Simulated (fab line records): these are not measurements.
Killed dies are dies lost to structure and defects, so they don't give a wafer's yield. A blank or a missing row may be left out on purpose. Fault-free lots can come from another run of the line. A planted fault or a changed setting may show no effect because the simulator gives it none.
A lot that was struck, set against a sound lot / flow nand harc / 42 steps out of a route of 1159
Sound: these wafers, L218.1, L218.2, L218.3. Struck: wafers L225.4, L225.6 (left out: L225.5, a lot-mate that was not struck); the cause follows at the end.
Each step with rows lists, per side, the tool, then ch with its chambers, then its first start. Under that, the readings that differ: sound wafers / struck wafers / difference of the means / sigmas: that difference in standard deviations of wafers without a fault.
alike: same words and numbers on both sides, and readings whose means sit less than 2 such deviations apart. not compared: any withheld reading, any reading some wafer has no value for, any bound like >300 that may hide the same value, and any number with overlapping values for which the record gives no deviation.
Wherever a step has rows on one side only, a row that says differs or no value, or a row with sigmas, the two part there. When numbers do not overlap yet have no deviation, they are printed without sigmas and do not part them. A reading missing from all wafers of one side parts the sides only when that side holds two or more wafers.

first, 5 steps without rows for these wafers: NHARC_A_CONTACT_ETCH_51 (etches the open film in O2/COS, target depth 3600 nm, time 936 s); NHARC_A_CONTACT_ETCH_111 (etches the open film in C4F8/O2/Ar, time 140 s, target depth 700 nm); NHARC_A_CONTACT_ETCH_112 (etches the open film in C4F8/O2/Ar, time 94 s, target depth 922 nm); NHARC_A_CONTACT_ETCH_113 (etches the open film in C4F8/O2/Ar, time 94 s, target depth 922 nm); NHARC_A_CONTACT_ETCH_114 (etches the open film in C4F8/O2/Ar, time 94 s, target depth 922 nm).
NHARC_A_CONTACT_ETCH_115: etches the open film in C4F8/O2/Ar, time 94 s, target depth 922 nm.
  sound on har cap etch-02 ch 0,1, day 17 07:52; struck on har cap etch-02 ch 0, day 19 11:11
  not compared: rf hours counter h
then, 2 steps without rows for these wafers: NHARC_A_CONTACT_ETCH_116 (etches the open film in C4F8/O2/Ar, time 94 s, target depth 922 nm); NHARC_A_CONTACT_ETCH_117 (etches the open film in C4F8/O2/Ar, time 94 s, target depth 922 nm).
NHARC_A_CONTACT_ETCH_118: etches the open film in C4F8/O2/Ar, time 94 s, target depth 922 nm.
  sound on har cap etch-02 ch 0,1, day 17 08:08; struck on har cap etch-02 ch 0, day 19 11:28
  not compared: rf hours counter h
NHARC_A_CONTACT_ETCH_119: etches the open film in C4F8/O2/Ar, time 94 s, target depth 922 nm.
  sound on har cap etch-02 ch 0,1, day 17 08:14; struck on har cap etch-02 ch 0, day 19 11:34
  not compared: rf hours counter h
then, 2 steps without rows for these wafers: NHARC_A_CONTACT_ETCH_120 (etches the open film in C4F8/O2/Ar, time 94 s, target depth 922 nm); NHARC_A_CONTACT_ETCH_121 (etches the open film in C4F8/O2/Ar, time 94 s, target depth 922 nm).
NHARC_A_CONTACT_ETCH_122: etches the open film in C4F8/O2/Ar, time 95 s, target depth 930 nm.
  sound on har cap etch-02 ch 0,1, day 17 08:31; struck on har cap etch-02 ch 0, day 19 11:50
  not compared: rf hours counter h
then, 3 steps without rows for these wafers: NHARC_A_CONTACT_ETCH_123 (etches the open film in C4F8/O2/Ar, time 253 s, target depth 1090 nm); NHARC_A_CONTACT_ETCH_90 (etches the open film in CH3F/O2, target depth 40 nm, time 85.7 s); NHARC_A_CONTACT_ETCH_96 (etches the open film in C4F6/O2, target depth 20 nm, time 10 s).
NHARC_A_CONTACT_CD_MEAS_53:
  sound on cd sem-02, day 17 09:25; struck on cd sem-02, day 19 12:44
  alike: cd nm
then, 4 steps without rows for these wafers: NHARC_A_CONTACT_STRIP_99 (strips in N2/H2); NHARC_A_CONTACT_STRIP_100 (strips in CF4/CHF3); NHARC_A_CONTACT_STRIP_101 (strips in O2/COS); NHARC_A_CONTACT_ETCH_102 (etches the open film in CF4/O2, target depth 70 nm, overetch 7 nm, time 38.5 s).
NHARC_A_CONTACT_STRIP_55: strips in O2.
  sound: rie diel-10 ch 1,2,3; struck: rie diel-09 ch 0,3
  alike: drypump motor current A, oes product au, rf vpp V, showerhead plenum p Torr, throttle valve pct
  not compared: rf hours counter h
then, 2 steps without rows for these wafers: NHARC_A_CONTACT_STRIP_56 (strips in post etch residue remover, time 600 s); NHARC_A_CONTACT_DEP_57 (deposits aC, target thk 2800 nm).
NHARC_A_CONTACT_DEP_58: deposits SiON, target thk 60 nm.
  sound on pecvd-03 ch 0,1,2, day 17 13:22; struck on pecvd-01 ch 1,2, day 19 16:20
  alike: chamber pressure Torr, heater power w
then, 10 steps without rows for these wafers: NHARC_A_CONTACT_DEHYDRATE_59 (time 120 s); NHARC_A_CONTACT_HMDS_60 (time 30 s); NHARC_A_CONTACT_COAT_61 (time 75 s); NHARC_A_CONTACT_COAT_62 (time 65 s); NHARC_A_CONTACT_COAT_63 (resist thk 90 nm); NHARC_A_CONTACT_SOFTBAKE_64 (time 55 s); NHARC_A_CONTACT_EBR_65; NHARC_A_CONTACT_EXPOSE_66 (exposes mask A CC 2); NHARC_A_CONTACT_PEB_67 (peb time 65 s); NHARC_A_CONTACT_DEVELOP_68 (develop time 35 s).
NHARC_A_CONTACT_CD_MEAS_69: target cd 200 nm.
  sound on cd sem-02 ch 0, day 17 14:05; struck on cd sem-02 ch 0, day 19 16:59
  alike: cd nm
NHARC_A_CONTACT_OVL_MEAS_70:
  sound on overlay-01, day 17 14:11; struck on overlay-02, day 19 17:05
  alike: overlay x nm, overlay y nm
then, 4 steps without rows for these wafers: NHARC_A_CONTACT_DESCUM_74 (chemistry O2, time 3 s); NHARC_A_CONTACT_ETCH_75 (etches the open film in CF4, target depth 39 nm, time 65 s); NHARC_A_CONTACT_ETCH_76 (etches the open film in N2/H2, target depth 260 nm, time 475.3 s); NHARC_A_CONTACT_ETCH_77 (etches the open film in CF4/CHF3, target depth 72.6 nm, time 36.3 s).
-- jump in the record: it breaks off in module A_CONTACT and resumes in module END (first step shown: number 1159 of the route), and 3 days separate the struck wafers' starts before and after --
NHARC_END_SORT_01:
  sound on prober-02 ch 0, day 20 04:50; struck on prober-01 ch 0, day 22 14:18
reading=killed at array; sound=7 9 12; struck=120 117; difference=+109; sigmas=+11
reading=killed dies; sound=11 10 13; struck=121 119; difference=+109; sigmas=+10
  alike: killed at other, killed at periphery, killed open, killed short

== WHERE THEY PART ==
At NHARC_END_SORT_01 and nowhere else, as far as this record goes.

WHY: what the simulator had put in
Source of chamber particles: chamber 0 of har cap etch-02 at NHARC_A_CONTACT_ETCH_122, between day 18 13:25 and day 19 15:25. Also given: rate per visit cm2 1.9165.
